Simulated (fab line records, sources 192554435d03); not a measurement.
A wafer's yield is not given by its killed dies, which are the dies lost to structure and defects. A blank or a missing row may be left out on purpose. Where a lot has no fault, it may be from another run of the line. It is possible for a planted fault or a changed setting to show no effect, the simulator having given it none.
Chamber matching | flow n5Finfet | 4 sister chambers for N5_FIN_SAQP_ETCH_51 on rieDiel-05
The step etches SiARC in CF4, target depth 45.5 nm, time 75.8 s. 4 wafers are shown with their chamber, then 10 later ones without.

WAFERS, EACH WITH ITS CHAMBER
wafer  | chamber | showerheadPlenumPTorr (Torr)
L080.5 | 3       | 2.04
L083.3 | 1       | 2.11
L083.5 | 0       | 2.09
L084.4 | 2       | 2.22

WAFERS WITHOUT THEIR CHAMBER
wafer  | showerheadPlenumPTorr (Torr)
L084.6 | 2.10
L085.3 | 2.29
L085.5 | 2.10
L085.6 | 2.29
L093.2 | 2.09
L093.4 | 2.21
L093.6 | 2.21
L092.1 | 2.29
L092.2 | 2.09
L092.3 | 2.10

WHICH CHAMBER EACH WENT THROUGH
wafer  | from the rows above          | in truth
L084.6 | can't be placed: 1 or 0 or 3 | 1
L085.3 | 2                            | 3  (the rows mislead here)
L085.5 | can't be placed: 1 or 0 or 3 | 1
L085.6 | 2                            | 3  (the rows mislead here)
L093.2 | can't be placed: 0 or 1 or 3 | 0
L093.4 | 2                            | 2
L093.6 | 2                            | 2
L092.1 | 2                            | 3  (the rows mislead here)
L092.2 | can't be placed: 0 or 1 or 3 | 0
L092.3 | can't be placed: 1 or 0 or 3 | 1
Placed correctly: 2 of 10. From these rows, 5 cannot be placed; in 5 the true chamber is one of the candidates. Number placed wrongly: 3.
How it was worked out, from the rows above alone: a wafer's distance from a chamber is the root of the sum, over the readings, of the square of ((its reading less the chamber's mean) divided by the reading's scatter). The wafer belongs to the nearest chamber; if the next one is less than 2 further off, it can't be placed. Each chamber's mean is taken over the wafers shown for it. The scatter: root of mean squared gap, hidden wafer to nearest shown wafer, with one shown wafer a chamber.
